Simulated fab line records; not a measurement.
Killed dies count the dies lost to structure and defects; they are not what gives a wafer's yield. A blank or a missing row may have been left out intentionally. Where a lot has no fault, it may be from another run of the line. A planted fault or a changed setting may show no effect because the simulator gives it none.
fab line records | flow n5-finfet
record lots=10 | wafers=30 | last-day=19
route steps=1938 shown ZERO_LAYER@16 WELL_APT@24 BEOL_M4@1111
lots with no fault: from the same line, run without faults
start-h: start of the lot's first displayed wafer, in hours after the record's first day | wait-h: time in hours since the lot's previous step | " the same as in the row above | L1.1+2: a single row standing in for several wafers | - either no value or no given start | * or withheld: withheld | < > ~ a bound
route shown NAME@n: names a module that has steps shown in the file, with the first one's number in the route | usual: mean/standard deviation taken from wafers without a fault | same: alike in all rows | chamber/n: place in a boat | sites: each site's reading | _std_site: how widely they spread, as a standard deviation | _edge_site: outer sites' mean less inner sites' | radius-mm: how far each site lies from the wafer's centre | mask NAME#n: copy n | behind: tool/chamber where the wafer was last shaped | hold: why the lot was held/for how many hours/how that ended | device: transistor that didn't switch, given as n, p or np | end of line: the tests these same wafers got at the end of their route | a step without rows: its recipe alone | killed: at the first sort, the dies lost to defects and structure; wafer yield is something else | map: a wafer's dies, x killed, . not, _ none there
set.NAME: the setting that was run; set.NAME@STEP: the one run at that earlier step | model.NAME: the simulator's own value behind a step, which no gauge read
a sample of lots followed through the steps of the route, with each step as a table and each wafer as a row
services: the hour from which a tool's chamber was out of use, counted from the record's first day as start-h (under 0 if before that day), plus the number of hours and why
## steps
# step N5_ZERO_LAYER_ETCH_18
# recipe chemistry=HBr/Cl2 | target=Si | target-depth-a=1200 | time-s=40 | pressure-mtorr=10 | icp-w=800 | bias-w=75 | HBr_flow_sccm=150 | Cl2_flow_sccm=80
# usual drypump-motor-current-A=5.6/0.34 | oes-product-au=1.003/0.02 | rf-fwd-power-W=796.0/2.6 | throttle-valve-pct=36.32/0.24
lot.wafer | tool      | chamber | start-h | wait-h | drypump-motor-current-A | oes-product-au | rf-fwd-power-W | rf-hours-counter-h | throttle-valve-pct
L437.4    | rie-si-03 | 1       | 12.80   | 0.0    | 5.9                     | 0.999          | 797.9          | 74                 | 36.26
L437.5    | "         | 2       | "       | "      | 5.4                     | 0.996          | 795.8          | -                  | 36.07
L437.6    | "         | 3       | "       | "      | 5.7                     | 0.967          | 792.0          | -                  | 36.68
L438.1    | rie-si-03 | 3       | 18.79   | 0.0    | 5.7                     | 0.965          | 797.3          | 11                 | 36.68
L438.2    | "         | 1       | "       | "      | 5.9                     | 0.998          | 795.9          | 74                 | 36.27
L438.4    | "         | 0       | "       | "      | 5.2                     | 0.996          | 796.5          | 206                | 36.49
L439.1    | rie-si-03 | 0       | 24.91   | 0.0    | 5.2                     | 0.998          | 795.3          | 206                | 36.47
L439.3    | "         | 1       | "       | "      | 5.9                     | 0.992          | 799.3          | 74                 | 36.27
L439.4    | "         | 3       | "       | "      | 5.7                     | 0.970          | 793.8          | 11                 | 36.67
L441.2    | rie-si-05 | 0       | 36.91   | 0.0    | 4.9                     | 0.967          | 794.8          | 186                | 36.83
L441.4    | "         | 1       | "       | "      | 5.7                     | 1.035          | 798.9          | 7                  | 36.37
L441.5    | "         | 3       | "       | "      | 5.5                     | 1.027          | 800.3          | -                  | 35.86
L447.3    | rie-si-06 | 0       | 72.79   | 0.0    | 6.2                     | 1.001          | 799.0          | 75                 | 36.17
L447.5    | "         | 2       | "       | "      | 5.5                     | 1.009          | 797.5          | -                  | 36.39
L447.6    | "         | 3       | "       | "      | 6.0                     | 1.019          | 795.9          | -                  | 36.30
L448.4    | rie-si-05 | 3       | 78.79   | 0.0    | 5.5                     | 1.027          | 792.9          | 28                 | 35.87
L448.5    | "         | 2       | "       | "      | 5.4                     | 1.029          | 794.6          | -                  | 36.21
L448.6    | "         | 1       | "       | "      | 5.7                     | 1.029          | 792.9          | -                  | 36.38
L453.2    | rie-si-06 | 1       | 108.87  | 0.0    | 5.6                     | 0.990          | 793.9          | 86                 | 36.23
L453.3    | "         | 3       | "       | "      | 5.9                     | 1.027          | 790.0          | 24                 | 36.31
L453.4    | "         | 0       | "       | "      | 6.2                     | 1.005          | 796.9          | 76                 | 36.19
L455.1    | rie-si-06 | 0       | 120.92  | 0.0    | 6.2                     | 1.004          | 794.3          | 76                 | 36.18
L455.2    | "         | 2       | "       | "      | 5.5                     | 1.005          | 793.1          | 45                 | 36.40
L455.5    | "         | 3       | "       | "      | 6.0                     | 1.023          | 796.3          | -                  | 36.32
L459.3    | rie-si-05 | 1       | 144.79  | 0.0    | 5.7                     | 1.029          | 795.4          | 9                  | 36.39
L459.4    | "         | 2       | "       | "      | 5.5                     | 1.022          | 796.6          | 190                | 36.19
L459.6    | "         | 0       | "       | "      | 4.9                     | 0.971          | 794.9          | -                  | 36.83
L460.3    | rie-si-03 | 0       | 151.20  | 0.0    | 5.2                     | 1.018          | 797.9          | 2                  | 36.37
L460.4    | "         | 1       | "       | "      | 5.9                     | 0.997          | 796.1          | 77                 | 36.27
L460.5    | "         | 2       | "       | "      | 5.4                     | 0.989          | 794.4          | -                  | 36.08
# step N5_WELL_APT_EXPOSE_05
# recipe mask-id=NWELL | na=0.8 | source-shape=conventional | sigma-outer=0.8 | polarization=unpolarized | defocus-nm=0 | target-cd-nm=200 | dose-mj=20.3
# usual exposure-dose-mJ-cm2=20.287/0.025
# same sigma-outer=0.8
lot.wafer | tool           | chamber | start-h | wait-h | mask    | exposure-dose-mJ-cm2
L437.4    | krf-scanner-01 | 0       | 13.57   | -      | NWELL#0 | 20.255
L437.5    | "              | 0       | "       | "      | NWELL#0 | 20.273
L437.6    | "              | 0       | "       | "      | NWELL#0 | 20.266
L438.1    | krf-scanner-01 | 0       | 19.38   | -      | NWELL#0 | 20.300
L438.2    | "              | 0       | "       | "      | NWELL#0 | 20.288
L438.4    | "              | 0       | "       | "      | NWELL#0 | 20.263
L439.1    | krf-scanner-01 | 0       | 25.51   | -      | NWELL#0 | 20.311
L439.3    | "              | 0       | "       | "      | NWELL#0 | 20.259
L439.4    | "              | 0       | "       | "      | NWELL#0 | 20.289
L441.2    | krf-scanner-01 | 0       | 37.51   | -      | NWELL#0 | 20.264
L441.4    | "              | 0       | "       | "      | NWELL#0 | 20.275
L441.5    | "              | 0       | "       | "      | NWELL#0 | 20.283
L447.3    | krf-scanner-01 | 0       | 73.53   | -      | NWELL#0 | 19.906
L447.5    | "              | 0       | "       | "      | NWELL#0 | 19.849
L447.6    | "              | 0       | "       | "      | NWELL#0 | 19.842
L448.4    | krf-scanner-01 | 0       | 79.40   | -      | NWELL#0 | 19.979
L448.5    | "              | 0       | "       | "      | NWELL#0 | 19.959
L448.6    | "              | 0       | "       | "      | NWELL#0 | 19.999
L453.2    | krf-scanner-02 | 0       | 109.47  | -      | NWELL#0 | 20.283
L453.3    | "              | 0       | "       | "      | NWELL#0 | 20.291
L453.4    | "              | 0       | "       | "      | NWELL#0 | 20.304
L455.1    | krf-scanner-02 | 0       | 121.66  | -      | NWELL#0 | 20.321
L455.2    | "              | 0       | "       | "      | NWELL#0 | 20.309
L455.5    | "              | 0       | "       | "      | NWELL#0 | 20.313
L459.3    | krf-scanner-02 | 0       | 145.52  | -      | NWELL#0 | 20.263
L459.4    | "              | 0       | "       | "      | NWELL#0 | 20.264
L459.6    | "              | 0       | "       | "      | NWELL#0 | 20.232
L460.3    | krf-scanner-02 | 0       | 153.46  | -      | NWELL#0 | 20.299
L460.4    | "              | 0       | "       | "      | NWELL#0 | 20.259
L460.5    | "              | 0       | "       | "      | NWELL#0 | 20.293
# step N5_WELL_APT_CD_MEAS_25
# recipe target-cd-nm=200 | landing-energy-ev=500 | detector=se-inlens
# usual cd-nm=199.2/1.3
lot.wafer | tool      | chamber | start-h | wait-h | cd-nm
L437.4    | cd-sem-03 | 0       | 14.97   | -      | 197.0
L437.5    | "         | 0       | "       | "      | 198.4
L437.6    | "         | 0       | "       | "      | 198.1
L438.1    | cd-sem-01 | 0       | 20.67   | -      | 199.6
L438.2    | "         | 0       | "       | "      | 200.4
L438.4    | "         | 0       | "       | "      | 200.0
L439.1    | cd-sem-01 | 0       | 27.15   | -      | 198.9
L439.3    | "         | 0       | "       | "      | 199.2
L439.4    | "         | 0       | "       | "      | 197.0
L441.2    | cd-sem-03 | 0       | 38.80   | -      | 198.6
L441.4    | "         | 0       | "       | "      | 197.4
L441.5    | "         | 0       | "       | "      | 198.2
L447.3    | cd-sem-03 | 0       | 74.81   | -      | 199.9
L447.5    | "         | 0       | "       | "      | 199.6
L447.6    | "         | 0       | "       | "      | 200.2
L448.4    | cd-sem-02 | 0       | 80.70   | -      | 199.6
L448.5    | "         | 0       | "       | "      | 200.1
L448.6    | "         | 0       | "       | "      | 198.8
L453.2    | cd-sem-03 | 0       | 110.76  | -      | 199.7
L453.3    | "         | 0       | "       | "      | 197.6
L453.4    | "         | 0       | "       | "      | 198.2
L455.1    | cd-sem-03 | 0       | 123.11  | -      | 198.8
L455.2    | "         | 0       | "       | "      | 199.5
L455.5    | "         | 0       | "       | "      | 199.7
L459.3    | cd-sem-02 | 0       | 146.93  | -      | 198.0
L459.4    | "         | 0       | "       | "      | 199.8
L459.6    | "         | 0       | "       | "      | 198.1
L460.3    | cd-sem-01 | 0       | 155.12  | -      | 199.8
L460.4    | "         | 0       | "       | "      | 202.2
L460.5    | "         | 0       | "       | "      | 200.0
# step N5_WELL_APT_EPI_41
# recipe material=Si | target-thk-a=500 | temp-c=650 | precursor=SiH4/H2 | pressure-torr=20 | time-s=297.7
# usual throttle-valve-pct=11.32/0.17
lot.wafer | tool         | chamber | start-h | wait-h | throttle-valve-pct
L437.4    | epi-rpcvd-03 | 0       | 16.35   | 0.3    | 11.31
L437.5    | "            | 0       | "       | "      | 11.26
L437.6    | "            | 0       | "       | "      | 11.10
L438.1    | epi-rpcvd-03 | 0       | 21.76   | 0.0    | 11.01
L438.2    | "            | 0       | "       | "      | 11.17
L438.4    | "            | 0       | "       | "      | 11.42
L439.1    | epi-rpcvd-03 | 0       | 28.68   | 0.4    | 11.03
L439.3    | "            | 0       | "       | "      | 11.15
L439.4    | "            | 0       | "       | "      | 11.06
L441.2    | epi-rpcvd-03 | 0       | 40.03   | 0.2    | 11.25
L441.4    | "            | 0       | "       | "      | 11.35
L441.5    | "            | 0       | "       | "      | 11.63
L447.3    | epi-rpcvd-03 | 0       | 76.47   | 0.2    | 11.08
L447.5    | "            | 0       | "       | "      | 11.38
L447.6    | "            | 0       | "       | "      | 11.19
L448.4    | epi-rpcvd-04 | 0       | 82.29   | 0.3    | 11.40
L448.5    | "            | 0       | "       | "      | 11.64
L448.6    | "            | 0       | "       | "      | 11.47
L453.2    | epi-rpcvd-01 | 0       | 111.96  | 0.1    | 11.47
L453.3    | "            | 0       | "       | "      | 11.20
L453.4    | "            | 0       | "       | "      | 11.57
L455.1    | epi-rpcvd-03 | 0       | 124.45  | 0.0    | 11.30
L455.2    | "            | 0       | "       | "      | 11.27
L455.5    | "            | 0       | "       | "      | 11.15
L459.3    | epi-rpcvd-04 | 0       | 148.28  | 0.3    | 11.33
L459.4    | "            | 0       | "       | "      | 11.45
L459.6    | "            | 0       | "       | "      | 11.63
L460.3    | epi-rpcvd-01 | 0       | 157.94  | 0.2    | 11.29
L460.4    | "            | 0       | "       | "      | 11.18
L460.5    | "            | 0       | "       | "      | 11.43
# step N5_BEOL_M4_RC_MEAS_101
# usual DIBL_N=36.1/1.4 | DIBL_P=36.3/1.4 | IOFF_N=0.154/0.021 | IOFF_P=0.21/0.032 | ION_N=670/8.1 | ION_P=461/7 | SS_N=71.4/0.49 | SS_P=73.3/0.5 | VT_N=250.4/2.6 | VT_P=-250/3.7
lot.wafer | tool      | chamber | start-h | wait-h | DIBL_N[mV/V] | DIBL_P[mV/V] | IOFF_N[nA/um] | IOFF_P[nA/um] | ION_N[uA/um] | ION_P[uA/um] | SS_N[mV/dec] | SS_P[mV/dec] | VT_N[mV] | VT_P[mV]
L437.4    | prober-02 | 0       | 184.87  | 0.5    | 35.2         | 35.6         | 0.146         | 0.18          | 664          | 451          | 72.2         | 73.3         | 253.0    | -256
L437.5    | "         | 0       | "       | "      | 36.5         | 37.4         | 0.168         | 0.20          | 671          | 454          | 72.1         | 74.0         | 251.3    | -255
L437.6    | "         | 0       | "       | "      | 34.0         | 34.8         | 0.126         | 0.17          | 669          | 453          | 71.1         | 73.0         | 252.2    | -253
L438.1    | prober-02 | 0       | 201.28  | 0.0    | 38.2         | 36.8         | 0.170         | 0.20          | 676          | 451          | 71.7         | 73.0         | 246.3    | -252
L438.2    | "         | 0       | "       | "      | 37.8         | 37.5         | 0.172         | 0.20          | 682          | 458          | 71.7         | 73.5         | 248.8    | -254
L438.4    | "         | 0       | "       | "      | 36.8         | 36.2         | 0.154         | 0.18          | 681          | 465          | 70.8         | 73.3         | 248.1    | -254
L439.1    | prober-01 | 0       | 205.64  | 0.0    | 36.2         | 36.9         | 0.161         | 0.19          | 672          | 455          | 70.7         | 73.9         | 249.6    | -253
L439.3    | "         | 0       | "       | "      | 36.6         | 38.1         | 0.170         | 0.21          | 673          | 459          | 71.9         | 74.1         | 250.5    | -256
L439.4    | "         | 0       | "       | "      | 38.0         | 40.1         | 0.195         | 0.25          | 679          | 464          | 71.2         | 73.9         | 248.4    | -248
L441.2    | prober-02 | 0       | 211.23  | 0.2    | 33.3         | 32.9         | 0.124         | 0.22          | 664          | 472          | 70.8         | 73.2         | 252.9    | -244
L441.4    | "         | 0       | "       | "      | 36.0         | 35.6         | 0.170         | 0.28          | 676          | 475          | 71.4         | 73.1         | 246.2    | -242
L441.5    | "         | 0       | "       | "      | 34.6         | 34.2         | 0.146         | 0.25          | 681          | 480          | 71.1         | 72.8         | 250.2    | -241
L447.3    | prober-01 | 0       | 255.33  | 0.3    | 37.1         | 35.0         | 0.145         | 0.19          | 661          | 449          | 70.9         | 72.9         | 252.3    | -252
L447.5    | "         | 0       | "       | "      | 38.1         | 36.5         | 0.171         | 0.22          | 664          | 459          | 71.4         | 73.3         | 250.1    | -250
L447.6    | "         | 0       | "       | "      | 36.8         | 35.5         | 0.142         | 0.19          | 663          | 458          | 71.2         | 72.8         | 250.8    | -254
L448.4    | prober-01 | 0       | 272.69  | 0.5    | 36.6         | 36.9         | 0.168         | 0.25          | 666          | 461          | 71.9         | 73.8         | 248.4    | -245
L448.5    | "         | 0       | "       | "      | 35.7         | 36.5         | 0.154         | 0.23          | 666          | 464          | 71.9         | 73.5         | 250.2    | -249
L448.6    | "         | 0       | "       | "      | 35.4         | 35.8         | 0.154         | 0.23          | 668          | 461          | 72.2         | 73.0         | 253.2    | -250
L453.2    | prober-01 | 0       | 303.73  | 0.2    | 35.6         | 36.2         | 0.154         | 0.19          | 669          | 456          | 72.6         | 73.0         | 251.8    | -252
L453.3    | "         | 0       | "       | "      | 36.6         | 37.5         | 0.183         | 0.22          | 680          | 463          | 71.6         | 73.8         | 248.0    | -251
L453.4    | "         | 0       | "       | "      | 34.6         | 35.9         | 0.146         | 0.19          | 674          | 461          | 71.4         | 73.3         | 248.0    | -252
L455.1    | prober-01 | 0       | 305.70  | 0.0    | 34.7         | 34.4         | 0.133         | 0.17          | 656          | 453          | 71.4         | 72.7         | 252.5    | -254
L455.2    | "         | 0       | "       | "      | 34.2         | 34.5         | 0.122         | 0.17          | 664          | 452          | 71.5         | 72.2         | 252.3    | -253
L455.5    | "         | 0       | "       | "      | 35.3         | 34.9         | 0.134         | 0.18          | 669          | 459          | 71.7         | 73.5         | 253.1    | -252
L459.3    | prober-01 | 0       | 339.87  | 0.3    | 38.4         | 39.0         | 0.203         | 0.27          | 669          | 463          | 72.2         | 74.1         | 247.8    | -246
L459.4    | "         | 0       | "       | "      | 36.3         | 36.1         | 0.148         | 0.21          | 668          | 465          | 71.8         | 73.2         | 252.4    | -250
L459.6    | "         | 0       | "       | "      | 37.2         | 37.6         | 0.176         | 0.25          | 677          | 469          | 71.7         | 73.3         | 249.6    | -245
L460.3    | prober-02 | 0       | 340.95  | 0.3    | 35.5         | 36.3         | 0.127         | 0.17          | 664          | 461          | 71.0         | 72.8         | 254.9    | -257
L460.4    | "         | 0       | "       | "      | 36.7         | 37.0         | 0.152         | 0.19          | 668          | 453          | 71.5         | 72.7         | 252.0    | -251
L460.5    | "         | 0       | "       | "      | 36.2         | 36.6         | 0.140         | 0.18          | 669          | 455          | 71.4         | 73.2         | 257.7    | -257
## services
tool           | chamber | start-h | hours | kind
krf-scanner-02 | 0       | -8.10   | -     | calibration
rie-si-03      | 1       | -2.85   | 8.1   | repair
rie-si-03      | 1       | 6.77    | 5.3   | repair
krf-scanner-02 | -       | 13.17   | 10.1  | repair
rie-si-03      | 3       | 27.99   | 3.9   | repair
krf-scanner-02 | -       | 35.24   | 1.3   | pm
epi-rpcvd-01   | -       | 35.69   | 1.9   | repair
krf-scanner-01 | -       | 39.82   | 0.8   | pm
rie-si-06      | 2       | 42.87   | 6.7   | repair
krf-scanner-01 | -       | 48.18   | 3.7   | repair
krf-scanner-01 | -       | 61.15   | 2.4   | repair
epi-rpcvd-01   | -       | 66.45   | 3.1   | repair
krf-scanner-01 | -       | 73.96   | 1.3   | pm
epi-rpcvd-04   | -       | 76.46   | 0.5   | repair
krf-scanner-02 | -       | 84.26   | 1.0   | pm
rie-si-03      | 2       | 99.51   | 9.0   | repair
epi-rpcvd-01   | -       | 108.25  | 3.3   | repair
krf-scanner-01 | -       | 109.61  | 1.0   | pm
epi-rpcvd-01   | -       | 112.72  | 2.8   | pm
epi-rpcvd-01   | -       | 116.56  | 1.9   | repair
krf-scanner-01 | -       | 129.33  | 2.5   | repair
krf-scanner-01 | -       | 134.15  | 2.4   | repair
krf-scanner-02 | -       | 136.51  | 0.8   | pm
krf-scanner-01 | 0       | 147.57  | -     | calibration
## key
first-sign step=N5_WELL_APT_EXPOSE_05 | reading=exposure-dose-mJ-cm2 | direction=down | sigmas=15 | usual=20.287 | struck=19.922
effect none on later readings
met-at N5_WELL_APT_EXPOSE_05
struck-lots L447,L448
loop-trim step=N5_WELL_APT_EXPOSE_05 | setting=dose | lots=L448
not-acting-at N5_ZERO_LAYER_ETCH_18,N5_WELL_APT_CD_MEAS_25,N5_WELL_APT_EPI_41
onset-between 37.51 73.53
fault kind=process-parameter-drift | tool=krf-scanner-01 | chamber=- | onset-h=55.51 | steps=N5_WELL_APT_EXPOSE_05 | channel=dose-mj | offset=-0.4241 | shape=step | acts-in=these-recipes-only | stated=20.3
# loop-trim: a control loop set the setting to another value than it would have without faults
